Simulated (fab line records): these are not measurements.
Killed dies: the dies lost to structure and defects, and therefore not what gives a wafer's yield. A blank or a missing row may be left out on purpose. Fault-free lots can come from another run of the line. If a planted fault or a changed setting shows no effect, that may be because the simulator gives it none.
fab line records	flow n5Finfet
[record] lots = 10	wafers = 28	lastDay = 17
route steps=1938 shown GATE_CUT@475 MOL_CONTACT_COAG@526 BEOL_M4@1111
lots with no fault: from the same line, run without faults
startH: hours from the record's first day to the start of the lot's first wafer shown	waitH: hours since the lot's step before	" same as the row above	L1.1+2: several wafers, shown together as one row	- either no value or no given start	* or withheld: withheld	< > ~ a bound
route shown NAME@n: NAME is a module with steps in the file, n the number in the route of the first one	usual: mean/standard deviation taken from wafers without a fault	same: alike in all rows	chamber/n: place in a boat	sites: the reading at each site	_std_site: the values' standard deviation	_edge_site: the outer-site mean with the inner-site mean subtracted	radiusMm: for every site, how far away it sits from the centre of the wafer	mask NAME#n: copy n	behind: tool/chamber where the wafer was last shaped	hold: why the lot went on hold/how many hours it stayed there/how the hold came to an end	device: transistor that didn't switch, given as n, p or np	end of line: tests run on the same wafers once the route is complete	a step with no rows: only its recipe	killed: dies that structure and defects cost at the first sort, which is not the same as the wafer's yield	map: a wafer's dies, marking killed ones x, the rest . and places with no die _
set.NAME: the setting as run; set.NAME@STEP: as run at that earlier step	model.NAME: the simulator's own value behind a step, which no gauge read
a sample of lots followed through the steps of the route, with each step as a table and each wafer as a row
services: from which hour (startH, from the record's first day; less than 0 if before it) a tool's chamber was out of use, for how many hours, and why
[[steps]]
[step N5_GATE_CUT_CMP_02]
[recipe] stopOn = SiO2	tOverpolishS = 12.7	postCmpClean = alkalineBrush	downForcePsi = 2.5	platenRpm = 51.8	padVelocityMS = 1.0307	targetThkNm = 0
[usual] motorCurrentA = 9.1/0.92	overpolishRunS = 12.700/0.0082	timeToEndpointS = 27.4/2.9
[same] tOverpolishS = 12.7
lot.wafer	tool	chamber	startH	waitH	motorCurrentA	overpolishRunS	timeToEndpointS
L222.4	cmp-03	2	91.39	0.0	7.8	12.697	30.1
L222.3	"	3	"	"	9.4	12.705	25.4
L222.6	"	3	"	"	9.0	12.694	28.2
L224.2	cmp-03	3	102.45	0.1	8.6	12.716	27.1
L224.3	"	1	"	"	8.3	12.707	25.8
L224.5	"	3	"	"	8.6	12.696	27.5
L225.1	cmp-03	3	106.49	0.1	8.9	12.705	26.3
L225.2	"	0	"	"	10.1	12.700	29.4
L225.6	"	3	"	"	9.1	12.711	28.0
L234.2	cmp-01	1	161.65	0.1	8.6	12.702	25.7
L234.3	"	3	"	"	9.1	12.717	26.6
L234.6	"	1	"	"	8.9	12.697	26.3
L236.4	cmp-03	0	171.45	0.0	9.4	12.702	26.9
L236.3	"	2	"	"	7.9	12.709	27.8
L236.5	"	0	"	"	9.7	12.699	29.0
L237.4	cmp-03	1	177.75	0.1	8.5	12.709	26.6
L237.6	"	3	"	"	8.8	12.701	28.0
L239.4	cmp-04	0	190.55	0.0	7.7	12.698	30.1
L239.1	"	1	"	"	9.4	12.710	21.8
L238.2	cmp-01	2	193.20	0.1	11.0	12.696	31.0
L238.4	"	1	"	"	8.4	12.695	28.5
L238.5	"	3	"	"	8.4	12.713	26.7
L242.3	cmp-01	1	210.10	0.1	9.5	12.705	24.9
L242.1	"	2	"	"	10.9	12.701	29.7
L242.5	"	3	"	"	9.3	12.696	23.9
L243.2	cmp-01	3	221.38	0.1	9.4	12.695	25.4
L243.1	"	2	"	"	11.3	12.695	29.5
L243.5	"	3	"	"	8.7	12.696	26.7
[step N5_GATE_CUT_STRIP_41]
[recipe] chemistry = CF4	resist = SiARC	powerW = 300	biasPowerW = 75	pressureMtorr = 50	cf4FlowSccm = 150	rfFrequencyHz = 6e+07
[usual] drypumpMotorCurrentA = 5.7/0.31	oesProductAu = 0.184/0.015	rfVppV = 271.0/1.4	showerheadPlenumPTorr = 1.80/0.053	throttleValvePct = 13.57/0.22
lot.wafer	tool	chamber	startH	waitH	drypumpMotorCurrentA	oesProductAu	rfHoursCounterH	rfVppV	showerheadPlenumPTorr	throttleValvePct
L222.3	rieDiel-04	3	92.41	0.0	5.0	0.190	96	273.0	1.82	13.28
L222.4	"	0	"	"	5.7	0.196	79	271.8	1.82	13.59
L222.6	"	3	"	"	5.0	0.188	-	271.9	1.82	13.30
L224.2	rieDiel-04	0	103.44	0.0	5.7	0.196	82	272.7	1.82	13.58
L224.3	"	1	"	"	5.7	0.210	38	269.7	1.75	13.24
L224.5	"	3	"	"	5.0	0.193	-	271.3	1.82	13.31
L225.1	rieDiel-01	3	107.59	0.0	5.7	0.183	118	270.3	1.74	13.68
L225.2	"	1	"	"	5.9	0.172	173	268.6	1.72	13.74
L225.6	"	3	"	"	5.7	0.189	-	270.1	1.74	13.70
L234.2	rieDiel-04	2	162.92	0.0	6.0	0.161	209	269.0	1.72	13.83
L234.3	"	3	"	"	5.0	0.183	117	269.5	1.81	13.34
L234.6	"	1	"	"	5.7	0.210	-	269.5	1.75	13.26
L236.3	rieDiel-04	1	172.61	0.0	5.7	0.206	58	270.8	1.75	13.30
L236.4	"	0	"	"	5.7	0.184	103	271.6	1.82	13.66
L236.5	"	2	"	"	6.1	0.159	-	270.5	1.72	13.82
L237.4	rieDiel-01	3	178.81	0.0	5.7	0.176	138	270.0	1.73	13.75
L237.6	"	1	"	"	5.9	0.166	-	268.0	1.72	13.78
L239.1	rieDiel-03	3	191.56	0.0	5.9	0.161	219	270.7	1.79	13.89
L239.4	"	2	"	"	5.6	0.172	151	272.7	1.85	13.81
L238.2	rieDiel-03	3	194.32	0.0	5.9	0.160	220	271.3	1.79	13.89
L238.4	"	2	"	"	5.7	0.168	151	273.7	1.85	13.82
L238.5	"	0	"	"	5.7	0.195	-	272.7	1.89	13.65
L242.1	rieDiel-01	1	211.17	0.0	5.9	0.168	200	269.9	1.72	13.78
L242.3	"	2	"	"	6.4	0.167	185	272.0	1.85	13.65
L242.5	"	3	"	"	5.7	0.176	-	269.5	1.73	13.76
L243.1	rieDiel-01	2	222.54	0.0	6.3	0.166	188	272.4	1.85	13.66
L243.2	"	3	"	"	5.7	0.178	152	268.1	1.73	13.78
L243.5	"	0	"	"	5.8	0.195	-	273.4	1.83	13.39
[step N5_GATE_CUT_ALD_22]
[recipe] material = SiNx	targetThkA = 160	tempC = 400	aldPrecursorFamily = SiH2I2	aldCoReactant = N2/H2-plasma	pulseTimeS = 1	aldCycles = 320	purgeTimeS = 2	coReactantPurgeTimeS = 2	pressureTorr = 2
[usual] aldCycles = 320/0	heaterPowerOuterW = 522/55	heaterPowerW = 860/66	precursorPulseHeightRel = 0.999/0.019
lot.wafer	tool	chamber	startH	waitH	aldCycles	heaterPowerOuterW	heaterPowerW	precursorPulseHeightRel
L222.3	aldSin-04	3	93.02	0.0	320	517	887	1.012
L222.4	"	1	"	"	320	506	829	0.989
L222.6	"	3	"	"	320	524	910	1.011
L224.2	aldSin-04	3	104.05	0.0	290	510	887	0.982
L224.3	"	2	"	"	290	461	771	1.024
L224.5	"	1	"	"	290	524	816	1.004
L225.1	aldSin-04	2	108.20	0.0	290	476	789	1.001
L225.2	"	3	"	"	290	526	880	1.006
L225.6	"	1	"	"	290	504	831	0.960
L234.2	aldSin-03	1	163.53	0.0	320	491	827	0.970
L234.3	"	3	"	"	320	537	836	1.018
L234.6	"	1	"	"	320	491	829	0.974
L236.3	aldSin-03	0	173.23	0.0	320	423	731	1.028
L236.4	"	3	"	"	320	513	839	1.001
L236.5	"	3	"	"	320	519	864	1.024
L237.4	aldSin-01	3	179.46	0.1	320	650	939	1.016
L237.6	"	3	"	"	320	645	959	0.986
L239.1	aldSin-04	3	192.34	0.0	320	525	911	1.026
L239.4	"	1	"	"	320	508	853	1.059
L238.2	aldSin-04	2	194.93	0.0	320	470	762	0.989
L238.4	"	0	"	"	320	487	816	1.011
L238.5	"	0	"	"	320	499	816	1.025
L242.1	aldSin-04	1	211.82	0.0	320	504	857	0.985
L242.3	"	0	"	"	320	489	784	1.032
L242.5	"	3	"	"	320	541	916	0.990
L243.1	aldSin-04	1	223.66	0.5	320	509	845	1.024
L243.2	"	2	"	"	320	468	772	1.000
L243.5	"	1	"	"	320	505	853	0.997
[step N5_MOL_CONTACT_COAG_CD_MEAS_08]
[recipe] targetCdNm = 28	landingEnergyEv = 500	detector = seInlens	polarity = opening
[usual] cdNm = 28.06/0.27
lot.wafer	tool	chamber	startH	waitH	cdNm
L222.3	cdSem-03	0	95.85	-	27.83
L222.4	"	0	"	"	27.95
L222.6	"	0	"	"	27.74
L224.2	cdSem-01	0	106.87	-	27.82
L224.3	"	0	"	"	27.95
L224.5	"	0	"	"	27.87
L225.1	cdSem-01	0	111.02	-	27.91
L225.2	"	0	"	"	27.67
L225.6	"	0	"	"	27.84
L234.2	cdSem-01	0	166.61	-	28.51
L234.3	"	0	"	"	28.41
L234.6	"	0	"	"	27.83
L236.3	cdSem-03	0	176.05	-	28.37
L236.4	"	0	"	"	28.50
L236.5	"	0	"	"	28.34
L237.4	cdSem-02	0	182.41	-	28.48
L237.6	"	0	"	"	28.03
L239.1	cdSem-03	0	195.41	-	27.68
L239.4	"	0	"	"	27.82
L238.2	cdSem-02	0	197.95	-	27.84
L238.4	"	0	"	"	27.99
L238.5	"	0	"	"	27.78
L242.1	cdSem-01	0	214.86	-	27.82
L242.3	"	0	"	"	27.80
L242.5	"	0	"	"	28.16
L243.1	cdSem-03	0	226.48	-	28.35
L243.2	"	0	"	"	28.18
L243.5	"	0	"	"	28.47
[step N5_BEOL_M4_RC_MEAS_101]
[usual] DIBL_N = 37.1/2.4	DIBL_P = 37/3	IOFF_N = 0.18/0.053	IOFF_P = 0.21/0.05	ION_N = 674/14	ION_P = 459/9.2	SS_N = 72.1/0.9	SS_P = 73.4/0.89	VT_N = 250/3.8	VT_P = -251/3.7
lot.wafer	tool	chamber	startH	waitH	DIBL_N[mV/V]	DIBL_P[mV/V]	IOFF_N[nA/um]	IOFF_P[nA/um]	ION_N[uA/um]	ION_P[uA/um]	SS_N[mV/dec]	SS_P[mV/dec]	VT_N[mV]	VT_P[mV]
L222.3	prober-01	0	182.98	0.3	39.5	40	0.21	0.29	680	466	72.7	74.0	248	-246
L222.4	"	0	"	"	36.7	37	0.15	0.22	671	461	71.6	73.3	251	-251
L222.6	"	0	"	"	34.4	33	0.13	0.17	654	450	71.9	71.9	255	-253
L225.1	prober-01	0	200.63	0.2	35.0	34	0.13	0.16	664	455	71.5	73.0	253	-251
L225.2	"	0	"	"	34.1	32	0.12	0.14	652	445	71.4	72.2	256	-257
L225.6	"	0	"	"	36.0	35	0.14	0.17	664	453	71.1	72.8	255	-255
L224.2	prober-01	0	205.80	0.2	37.7	39	0.20	0.25	688	467	71.6	73.7	248	-248
L224.3	"	0	"	"	36.7	37	0.19	0.23	681	464	72.0	72.7	245	-248
L224.5	"	0	"	"	37.9	38	0.20	0.23	664	453	73.0	73.8	247	-248
L234.2	prober-01	0	257.38	0.2	36.5	37	0.16	0.22	682	466	73.1	73.8	251	-248
L234.3	"	0	"	"	35.9	36	0.17	0.22	676	465	71.8	73.9	247	-249
L234.6	"	0	"	"	35.7	37	0.17	0.23	678	473	71.9	73.6	250	-249
L237.4	prober-02	0	274.25	0.5	39.8	40	0.20	0.25	685	468	72.8	74.7	248	-247
L237.6	"	0	"	"	37.4	37	0.15	0.21	666	458	71.4	73.0	251	-250
L236.3	prober-01	0	277.27	0.3	44.3	45	0.39	0.41	708	473	74.5	75.2	243	-240
L236.4	"	0	"	"	36.7	35	0.17	0.20	664	453	71.5	73.1	250	-250
L236.5	"	0	"	"	38.2	38	0.19	0.24	671	458	71.8	73.4	249	-250
L239.1	prober-01	0	280.56	0.0	40.9	42	0.28	0.33	695	474	72.6	74.0	242	-243
L239.4	"	0	"	"	36.4	37	0.15	0.21	671	462	72.2	72.9	250	-249
L238.2	prober-02	0	282.61	0.2	32.8	32	0.11	0.16	661	456	70.1	71.6	256	-254
L238.4	"	0	"	"	36.2	36	0.17	0.23	673	466	71.6	73.3	248	-248
L238.5	"	0	"	"	34.8	32	0.13	0.18	665	460	71.4	72.0	254	-251
L242.1	prober-02	0	309.30	0.0	32.5	33	0.12	0.14	665	453	71.2	72.1	252	-255
L242.3	"	0	"	"	36.1	37	0.17	0.18	690	459	71.7	72.8	249	-255
L242.5	"	0	"	"	37.3	39	0.21	0.22	697	464	72.5	74.6	244	-252
L243.1	prober-01	0	309.62	0.0	36.6	37	0.17	0.18	682	459	72.2	72.7	251	-256
L243.2	"	0	"	"	34.7	35	0.14	0.16	665	446	71.2	73.3	251	-255
L243.5	"	0	"	"	34.5	35	0.14	0.16	670	458	70.7	73.3	252	-258
[[services]]
tool	chamber	startH	hours	kind
aldSin-03	2	71.24	4.0	repair
cmp-01	-	74.26	4.0	pm
rieDiel-01	3	74.90	5.1	repair
cmp-04	-	75.42	7.7	pm
cmp-04	-	94.94	7.2	pm
aldSin-04	0	100.88	8.9	repair
cmp-03	-	115.97	0.8	repair
cmp-04	-	127.08	4.0	pm
cmp-03	-	133.50	0.8	repair
rieDiel-04	-	146.76	2.8	pm
rieDiel-04	2	163.49	3.9	repair
aldSin-03	-	177.57	14.0	pm
cmp-04	-	180.72	2.6	repair
cmp-03	-	189.92	16.7	pm
cmp-01	-	197.28	2.3	repair
aldSin-04	2	202.84	1.5	repair
rieDiel-01	-	207.15	2.3	repair
cmp-03	-	213.17	0.3	repair
aldSin-04	3	216.15	3.2	repair
cmp-04	-	216.24	0.4	repair
cmp-03	-	217.93	4.0	pm
cmp-03	-	221.93	-	consumableReplace:conditioner
cmp-03	-	221.93	-	consumableReplace:pad
cmp-01	-	222.06	19.9	pm
[[key]]
[firstSign] step = N5_GATE_CUT_ALD_22	reading = aldCycles	direction = down	sigmas = 99+	usual = *	struck = *
effect none on later readings
metAt N5_GATE_CUT_ALD_22
struckLots L224,L225
notActingAt N5_GATE_CUT_CMP_02,N5_GATE_CUT_STRIP_41,N5_MOL_CONTACT_COAG_CD_MEAS_08
onsetBetween 93.02 104.05
[fault] kind = processParameterDrift	tool = aldSin-04	chamber = -	onsetH = 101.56	steps = N5_GATE_CUT_ALD_22	channel = aldCycles	offset = *	shape = step	endH = 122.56	actsIn = *	stated = *
